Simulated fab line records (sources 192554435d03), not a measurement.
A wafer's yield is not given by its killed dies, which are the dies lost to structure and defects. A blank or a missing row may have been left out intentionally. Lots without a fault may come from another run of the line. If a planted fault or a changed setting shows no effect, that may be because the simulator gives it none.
Chamber matching :: flow n5 finfet :: 4 sister chambers for N5_BEOL_M0_SAQP_ETCH_49 on rie diel-02
The step etches SiO2 in CF4/O2, target depth 37 nm. 4 wafers are shown with their chamber, then 8 later ones without.

== EACH WAFER AND ITS CHAMBER ==
wafer: L084.2
chamber: 2
drypump motor current A (A): 5.7

wafer: L086.5
chamber: 0
drypump motor current A (A): 6.7

wafer: L086.6
chamber: 1
drypump motor current A (A): 5.7

wafer: L089.2
chamber: 3
drypump motor current A (A): 5.8

== WAFERS WITH NO CHAMBER GIVEN ==
wafer: L089.4
drypump motor current A (A): 5.8

wafer: L089.6
drypump motor current A (A): 5.7

wafer: L090.1
drypump motor current A (A): 6.6

wafer: L090.3
drypump motor current A (A): 5.7

wafer: L090.5
drypump motor current A (A): 5.7

wafer: L092.1
drypump motor current A (A): 5.7

wafer: L092.3
drypump motor current A (A): 6.7

wafer: L092.4
drypump motor current A (A): 5.8

== WHICH CHAMBER EACH ONE RAN IN ==
wafer: L089.4
from the rows above: 3
in truth: 3

wafer: L089.6
from the rows above: can't be placed: 1 or 2
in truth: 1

wafer: L090.1
from the rows above: 0
in truth: 0

wafer: L090.3
from the rows above: can't be placed: 1 or 2
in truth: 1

wafer: L090.5
from the rows above: can't be placed: 1 or 2
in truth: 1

wafer: L092.1
from the rows above: can't be placed: 1 or 2
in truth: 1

wafer: L092.3
from the rows above: 0
in truth: 0

wafer: L092.4
from the rows above: 3
in truth: 3
Correctly placed: 4 of 8. Can't be placed from these rows: 4 (the true chamber is among the candidates in 4). Placed wrongly: 0.
How it was worked out, from the rows above alone: a wafer's distance from a chamber is the root of the sum, over the readings, of the square of ((its reading less the chamber's mean) divided by the reading's scatter). The wafer belongs to the nearest chamber; if the next one is less than 2 further off, it can't be placed. For every chamber, the mean is computed from those of its wafers that are shown. The scatter: with one shown wafer a chamber, the root of the mean of the squares of how far each hidden wafer lies from its nearest shown one.
